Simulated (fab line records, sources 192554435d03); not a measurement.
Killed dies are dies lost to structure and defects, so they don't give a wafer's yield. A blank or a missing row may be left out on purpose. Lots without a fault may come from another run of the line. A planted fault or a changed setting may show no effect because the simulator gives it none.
Chamber matching | flow n5_finfet | N5_BEOL_M0_SAQP_ALD_48 on ald_sin-04: 4 sister chambers
The step deposits SiO2, target thk 20 nm, pulse time 1 s, co reactant pulse time 1 s. 4 wafers are shown with their chamber, then 12 later ones without.

WAFERS WITH THEIR CHAMBER
wafer  | chamber | heater_power_w (W)
L087.1 | 0       | 81
L087.5 | 3       | 84
L088.4 | 2       | 70
L088.5 | 1       | 96

WAFERS WITHOUT THEIR CHAMBER
wafer  | heater_power_w (W)
L090.1 | 89
L090.2 | 83
L090.3 | 82
L090.4 | 68
L090.5 | 83
L090.6 | 81
L092.1 | 93
L092.2 | 70
L092.3 | 83
L095.2 | 93
L095.3 | 67
L095.4 | 85

WHICH CHAMBER EACH WENT THROUGH
wafer  | from the rows above          | in truth
L090.1 | can't be placed: 3 or 1 or 0 | 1
L090.2 | can't be placed: 3 or 0      | 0
L090.3 | can't be placed: 0 or 3      | 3
L090.4 | 2                            | 2
L090.5 | can't be placed: 3 or 0      | 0
L090.6 | can't be placed: 0 or 3      | 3
L092.1 | 1                            | 1
L092.2 | 2                            | 2
L092.3 | can't be placed: 3 or 0      | 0
L095.2 | 1                            | 1
L095.3 | 2                            | 2
L095.4 | can't be placed: 3 or 0      | 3
Placed correctly: 5 of 12. Can't be placed from these rows: 7 (the true chamber is among the candidates in 7). Placed wrongly: 0.
How it was worked out, from the rows above alone: a wafer's distance from a chamber is the root of the sum, over the readings, of the square of ((its reading less the chamber's mean) divided by the reading's scatter). The wafer belongs to the nearest chamber; if the next one is less than 2 further off, it can't be placed. A chamber's mean is the mean of its shown wafers. The scatter: with one shown wafer a chamber, the root of the mean of the squares of how far each hidden wafer lies from its nearest shown one.
